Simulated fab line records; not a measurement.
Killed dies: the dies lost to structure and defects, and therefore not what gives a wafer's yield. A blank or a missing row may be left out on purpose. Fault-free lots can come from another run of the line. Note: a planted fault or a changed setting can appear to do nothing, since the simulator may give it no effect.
3 desks looking at one fault :: flow n5 finfet :: each desk holds nothing but its own numbers, with what lay behind them at the end

## METROLOGY DESK
Means of the sampled wafers that have a number, per lot and without regard to the tool the lot ran on: this is what the gauges read. Any lot whose mean is over 4 standard deviations away from the usual mean is out of limits and marked OUT; that distance is given in the brackets. Readings shown: 7 of its 10, picked as those furthest out on some lot.
Columns: A = DIBL_P at N5_BEOL_M4_RC_MEAS_101, usual 35.6 mV/V; B = IOFF_P at N5_BEOL_M4_RC_MEAS_101, usual 0.20 nA/um; C = ION_N at N5_BEOL_M4_RC_MEAS_101, usual 672 uA/um; D = ION_P at N5_BEOL_M4_RC_MEAS_101, usual 462 uA/um; E = SS_P at N5_BEOL_M4_RC_MEAS_101, usual 73.1 mV/dec; F = VT_N at N5_BEOL_M4_RC_MEAS_101, usual 251 mV; G = VT_P at N5_BEOL_M4_RC_MEAS_101, usual -251 mV
lot: L178
first seen here: day 7 15:10
A: 35.3
B: 0.16
C: 670
D: 454
E: 72.8
F: 252
G: -257

lot: L181
first seen here: day 9 00:37
A: 35.1
B: 0.22
C: 671
D: 467
E: 73.6
F: 251
G: -248

lot: L187
first seen here: day 10 02:16
A: 34.9
B: 0.20
C: 671
D: 464
E: 72.9
F: 252
G: -248

lot: L188
first seen here: day 10 05:30
A: 34.7
B: 0.17
C: 664
D: 453
E: 73.0
F: 254
G: -254

lot: L195
first seen here: day 12 00:12
A: 36.5
B: 0.15
C: 652
D: 442
E: 73.1
F: 260
G: -257

lot: L198
first seen here: day 12 19:14
A: 35.0
B: 0.18
C: 672
D: 452
E: 73.6
F: 250
G: -253

lot: L199
first seen here: day 13 02:19
A: 40.2
B: 0.25
C: 681
D: 466
E: 74.1
F: 247
G: -248

lot: L200
first seen here: day 13 18:52
A: 35.2
B: 0.20
C: 683
D: 468
E: 72.3
F: 250
G: -248

lot: L201
first seen here: day 13 22:43
A: 35.0
B: 0.20
C: 684
D: 470
E: 72.7
F: 247
G: -248
This desk's finding: nothing out of limits on any of the 9 lots.

## THE DEFECT DESK
For each lot, the counts of the inspections along the route, averaged over the sampled wafers that have a number. Any lot whose mean is over 4 standard deviations away from the usual mean is out of limits and marked OUT; that distance is given in the brackets.
Columns: A = raw defect count at N5_GATE_CUT_INSPECT_15, usual 132
lot: L178
first seen here: day 4 13:06
A: 127

lot: L181
first seen here: day 5 07:40
A: 127

lot: L187
first seen here: day 6 18:18
A: 151

lot: L188
first seen here: day 7 02:22
A: 90

lot: L195
first seen here: day 8 17:52
A: 135

lot: L198
first seen here: day 9 16:37
A: 124

lot: L199
first seen here: day 9 17:33
A: 141

lot: L200
first seen here: day 10 02:02
A: 151

lot: L201
first seen here: day 10 05:04
A: 163
This desk's finding: nothing out of limits on any of the 9 lots.

## AT THE TOOL OWNER'S DESK: rie metal-01
The tool's own readings at N5_GATE_CUT_CUT_ETCH_53 (etches W in SF6/Cl2, target depth 79.2 nm): means of the sampled wafers that have a number, for each lot that ran on this tool. Any lot whose mean is over 4 standard deviations away from the usual mean is out of limits and marked OUT; that distance is given in the brackets.
Columns: A = drypump motor current A at N5_GATE_CUT_CUT_ETCH_53, usual 5.6 A; B = etch rf on time s at N5_GATE_CUT_CUT_ETCH_53, usual 26.1 s; C = oes product au at N5_GATE_CUT_CUT_ETCH_53, usual 0.75 a.u.; D = throttle valve pct at N5_GATE_CUT_CUT_ETCH_53, usual 28.78 %
lot: L178
first seen here: day 4 13:31
A: 5.4
B: 26.4
C: 0.62
D: 28.89

lot: L181
first seen here: day 5 08:07
A: 5.1
B: 26.2
C: 0.83
D: 28.70

lot: L187
first seen here: day 6 18:44
A: 5.3
B: 26.0
C: 0.82
D: 28.73

lot: L195
first seen here: day 8 18:18
A: 5.3
B: 16.9 (-25) OUT
C: 1.05
D: 28.75

lot: L198
first seen here: day 9 17:03
A: 5.4
B: 17.0 (-25) OUT
C: 1.05
D: 28.76
This desk's verdict: out of limits on L195, L198, starting with L195 at day 8 18:18 (etch rf on time s at N5_GATE_CUT_CUT_ETCH_53). Within limits: L178, L181, L187.

## ALL TOGETHER
The tool owner's desk had the chance to raise an alarm at day 8 18:18 on L195, L198.
Nothing out of limits was seen by the metrology desk.
The defect desk saw nothing out of limits.
The metrology desk holds a record of L195, L198, inside its limits.
The defect desk has L195, L198 on record, within its limits.
Every lot named ran N5_GATE_CUT_CUT_ETCH_53 on rie metal-01.

## WHAT HAD BEEN PUT IN BY THE SIMULATOR
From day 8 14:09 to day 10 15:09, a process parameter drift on rie metal-01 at N5_GATE_CUT_CUT_ETCH_53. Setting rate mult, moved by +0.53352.
Shown lots that were struck: L195, L198.
Delay in hours, fault start to first out-of-limits reading, by desk: the tool owner's desk at 4.
